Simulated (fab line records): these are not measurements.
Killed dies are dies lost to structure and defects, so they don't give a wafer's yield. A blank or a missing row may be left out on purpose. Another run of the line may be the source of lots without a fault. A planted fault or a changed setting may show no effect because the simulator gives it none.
Which tool is to blame? -- flow nand_harc -- 14 lots, 40 wafers sampled, at 4 steps of a route of 1159

WHAT THE GAUGES READ, wafer by wafer
NHARC_END_SORT_01.
lot,measured,on,killed_at_array,killed_at_other,killed_at_periphery,killed_dies,killed_open,killed_short
L880,day 22 22:51,prober-01,86,0,1,87,1,1
L882,day 22 14:16,prober-02,32 26 104,1 3 1,2 1 1,35 30 106,6 3 2,2 2 3

WHAT TOOL EACH LOT RAN ON (gives the tool, then ch and the chambers of the sampled wafers, and finally the start)
lot,NHARC_A_CONTACT_ETCH_123,NHARC_HYBRID_BOND_ACTIVATE_00,NHARC_THIN_TSV_ETCH_44
L869,"har_cap_etch-01 ch 0,1, day 15 22:36","rie_diel-06 ch 1,2,3, day 18 03:12","rie_diel-02 ch 2,3, day 18 19:07"
L870,"har_cap_etch-01 ch 1, day 16 08:53","rie_diel-06 ch 0,1, day 18 05:40","rie_diel-09 ch 0,1, day 18 21:31"
L872,"har_cap_etch-03 ch 0,1, day 16 11:02","rie_diel-06 ch 0,1,3, day 18 08:10","rie_diel-09 ch 0,1,3, day 18 22:45"
L871,"har_cap_etch-03 ch 0,1, day 16 19:50","rie_diel-05 ch 2,3, day 18 08:46","rie_diel-11 ch 1,2, day 19 02:23"
L873,"har_cap_etch-02 ch 0,1, day 17 07:35","rie_diel-10 ch 0,1,3, day 19 05:37","rie_diel-02 ch 2,3, day 19 18:29"
L876,"har_cap_etch-01 ch 0,1, day 18 17:05","rie_diel-06 ch 0,2,3, day 20 11:01","rie_diel-02 ch 1,2, day 20 23:49"
L880,"har_cap_etch-03 ch 0, day 19 13:08","rie_diel-06 ch 2, day 21 11:25","rie_diel-02 ch 1, day 22 00:08"
L882,"har_cap_etch-03 ch 0,1, day 19 15:37","rie_diel-06 ch 0,3, day 21 12:11","rie_diel-02 ch 0,2, day 21 22:58"
L885,"har_cap_etch-02 ch 0,1, day 20 09:17","rie_diel-06 ch 1,3, day 21 18:52","rie_diel-11 ch 0,2,3, day 22 09:31"
L888,"har_cap_etch-01 ch 0,1, day 20 17:28","rie_diel-06 ch 0,2,3, day 22 18:49","rie_diel-09 ch 1,3, day 23 08:42"
L887,"har_cap_etch-01 ch 0,1, day 20 21:57","rie_diel-06 ch 1,2,3, day 23 00:13","rie_diel-02 ch 0,1,3, day 23 13:59"
L892,"har_cap_etch-02 ch 0,1, day 22 00:30","rie_diel-06 ch 1,2,3, day 23 12:11","rie_diel-02 ch 0,2,3, day 23 23:37"
L889,"har_cap_etch-01 ch 0,1, day 22 03:16","rie_diel-05 ch 0,3, day 23 22:46","rie_diel-02 ch 0,2, day 24 13:33"
L891,"har_cap_etch-01 ch 0,1, day 22 09:02","rie_diel-06 ch 2,3, day 24 05:31","rie_diel-02 ch 0,1, day 24 18:06"
- NHARC_A_CONTACT_ETCH_123: etches the open film in C4F8/O2/Ar, time 253 s, target depth 1090 nm.
- NHARC_HYBRID_BOND_ACTIVATE_00: chemistry N2, time 60 s.
- NHARC_THIN_TSV_ETCH_44: etches the open film in CF4/O2, target depth 1594.2 nm, time 797.1 s.

WHAT THE TOOLS THEMSELVES READ (means of the sampled wafers that have a number; where no wafer has one, the mark that the record gives instead)
NHARC_HYBRID_BOND_ACTIVATE_00.
lot,tool,drypump_motor_current_A (A),oes_product_au (a.u.),rf_vpp_V (V),showerhead_plenum_p_Torr (Torr)
L869,rie_diel-06,5.7,1.001,64.4,1.76
L870,rie_diel-06,5.7,1.005,63.4,1.69
L872,rie_diel-06,5.8,1.000,63.3,1.70
L871,rie_diel-05,5.2,0.996,63.5,1.75
L873,rie_diel-10,5.3,1.008,64.8,1.79
L876,rie_diel-06,5.6,0.992,63.7,1.72
L880,rie_diel-06,5.2,1.006,63.0,1.83
L882,rie_diel-06,5.7,0.987,63.5,1.67
L885,rie_diel-06,6.0,0.992,63.1,1.73
L888,rie_diel-06,5.6,0.992,63.3,1.72
L887,rie_diel-06,5.7,1.006,63.7,1.76
L892,rie_diel-06,5.7,0.995,64.0,1.76
L889,rie_diel-05,5.7,0.989,65.2,1.83
L891,rie_diel-06,5.5,0.997,64.0,1.78

NHARC_THIN_TSV_ETCH_44.
lot,tool,drypump_motor_current_A (A),oes_product_au (a.u.),rf_vpp_V (V),showerhead_plenum_p_Torr (Torr),throttle_valve_pct (%)
L869,rie_diel-02,5.9,0.993,794,1.85,16.907
L870,rie_diel-09,6.1,1.001,795,1.85,16.911
L872,rie_diel-09,6.0,0.996,796,1.85,16.911
L871,rie_diel-11,5.6,1.000,797,1.88,16.920
L873,rie_diel-02,6.0,0.985,796,1.87,16.914
L876,rie_diel-02,6.5,0.996,796,1.87,16.916
L880,rie_diel-02,6.6,1.004,794,1.85,16.920
L882,rie_diel-02,6.2,0.996,800,1.92,16.922
L885,rie_diel-11,6.0,1.005,793,1.80,16.914
L888,rie_diel-09,6.4,1.005,800,1.91,16.925
L887,rie_diel-02,6.2,1.005,797,1.88,16.915
L892,rie_diel-02,6.1,1.003,799,1.89,16.921
L889,rie_diel-02,6.3,1.010,800,1.94,16.922
L891,rie_diel-02,6.5,1.005,800,1.92,16.911

THE ANSWER, worked out from the rows above alone
Rule: what is usual is taken from the lots themselves. The widest of any qualifying gaps counts: lots, ordered by their means at a reading, are off when they make up no more than a third of the lots, leave a main group of 4 or more, and stand apart from it by 3 or more times the standard deviation of that group's means. A main group is skipped when, at the precision printed for the reading in the tables above, its means are all equal. A lot without any number at a reading at which 4 lots or more have one is off too. Where the step has rows for the other lots, those lots are counted as sound. First the gauges in route order, then the tools' own readings, where a lot's mean is used as printed above. At the first step where some lot is off, the reading lying furthest off is the one used; lots without a number count as furthest.
No lot is off on any of the readings shown, so nothing can be concluded from this.

WHAT THE SIMULATOR HAD INSERTED
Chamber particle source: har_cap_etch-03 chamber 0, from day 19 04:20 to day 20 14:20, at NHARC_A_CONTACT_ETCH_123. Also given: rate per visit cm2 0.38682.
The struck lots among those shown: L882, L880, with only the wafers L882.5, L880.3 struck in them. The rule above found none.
